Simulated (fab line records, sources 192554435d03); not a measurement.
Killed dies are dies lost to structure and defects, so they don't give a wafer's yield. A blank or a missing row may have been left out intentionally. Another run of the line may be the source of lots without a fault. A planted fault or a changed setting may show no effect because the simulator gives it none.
Matching of chambers + flow n5 finfet + N5_BEOL_M3_PRE_CLEAN_60 on cvd co-01 has 3 sister chambers
The step time 15 s. 3 wafers are shown with their chamber, then 12 later ones without.

== WAFERS PAIRED WITH THEIR CHAMBERS ==
| wafer  | chamber | heater power w (W) |
|--------|---------|--------------------|
| L087.4 | 1       | 79                 |
| L087.5 | 0       | 78                 |
| L087.6 | 2       | 116                |

== WAFERS MISSING THEIR CHAMBER ==
| wafer  | heater power w (W) |
|--------|--------------------|
| L090.4 | 79                 |
| L090.5 | 79                 |
| L090.6 | 114                |
| L093.2 | 118                |
| L093.3 | 79                 |
| L093.5 | 122                |
| L092.4 | 78                 |
| L092.5 | 79                 |
| L092.6 | 116                |
| L095.1 | 77                 |
| L095.3 | 79                 |
| L095.5 | 78                 |

== THE CHAMBER EACH PASSED THROUGH ==
| wafer  | from the rows above     | in truth |
|--------|-------------------------|----------|
| L090.4 | can't be placed: 1 or 0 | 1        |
| L090.5 | can't be placed: 1 or 0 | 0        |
| L090.6 | 2                       | 2        |
| L093.2 | 2                       | 2        |
| L093.3 | can't be placed: 1 or 0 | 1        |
| L093.5 | 2                       | 2        |
| L092.4 | can't be placed: 0 or 1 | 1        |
| L092.5 | can't be placed: 1 or 0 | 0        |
| L092.6 | 2                       | 2        |
| L095.1 | can't be placed: 0 or 1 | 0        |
| L095.3 | can't be placed: 1 or 0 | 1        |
| L095.5 | can't be placed: 0 or 1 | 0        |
4 of 12 placed correctly. Not placeable from these rows: 8 (in 8, the candidates include the true chamber). 0 placed wrongly.
How it was worked out, from the rows above alone: a wafer's distance from a chamber is the root of the sum, over the readings, of the square of ((its reading less the chamber's mean) divided by the reading's scatter). The wafer belongs to the nearest chamber; if the next one is less than 2 further off, it can't be placed. Each chamber's mean is taken over the wafers shown for it. The scatter (one wafer shown for each chamber): square how far every hidden wafer sits from the nearest shown wafer, average those squares and take the square root.
